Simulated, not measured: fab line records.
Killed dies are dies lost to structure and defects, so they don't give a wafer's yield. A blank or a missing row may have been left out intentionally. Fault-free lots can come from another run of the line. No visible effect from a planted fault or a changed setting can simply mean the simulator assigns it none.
Chamber matching | flow n5 finfet | N5_BEOL_M1_ETCH_63 on rie diel-03: 4 sister chambers
The step etches SiARC in CF4, target depth 15.6 nm, time 26 s. 4 wafers are shown with their chamber, then 8 later ones without.

## WAFERS WITH THEIR CHAMBER
wafer  | chamber | showerhead plenum p Torr (Torr)
L079.4 | 3       | 2.19
L081.4 | 2       | 2.15
L083.5 | 1       | 2.22
L089.1 | 0       | 2.14

## WAFERS WITHOUT THEIR CHAMBER
wafer  | showerhead plenum p Torr (Torr)
L089.2 | 2.21
L089.3 | 2.18
L090.3 | 2.18
L090.4 | 2.14
L090.6 | 2.21
L093.1 | 2.18
L093.5 | 2.21
L093.6 | 2.14

## THE CHAMBER EACH PASSED THROUGH
wafer  | from the rows above     | in truth
L089.2 | can't be placed: 1 or 3 | 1
L089.3 | 3                       | 3
L090.3 | 3                       | 3
L090.4 | can't be placed: 0 or 2 | 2
L090.6 | can't be placed: 1 or 3 | 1
L093.1 | 3                       | 3
L093.5 | can't be placed: 1 or 3 | 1
L093.6 | can't be placed: 0 or 2 | 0
3 of 8 placed correctly. Can't be placed from these rows: 5 (the true chamber is among the candidates in 5). Placed wrongly: 0.
How it was worked out, from the rows above alone: a wafer's distance from a chamber is the root of the sum, over the readings, of the square of ((its reading less the chamber's mean) divided by the reading's scatter). If the next closest chamber is less than 2 further off than the closest, the wafer can't be placed; otherwise it belongs to the closest. A chamber's mean is the mean of its shown wafers. The scatter: with one shown wafer a chamber, the root of the mean of the squares of how far each hidden wafer lies from its nearest shown one.
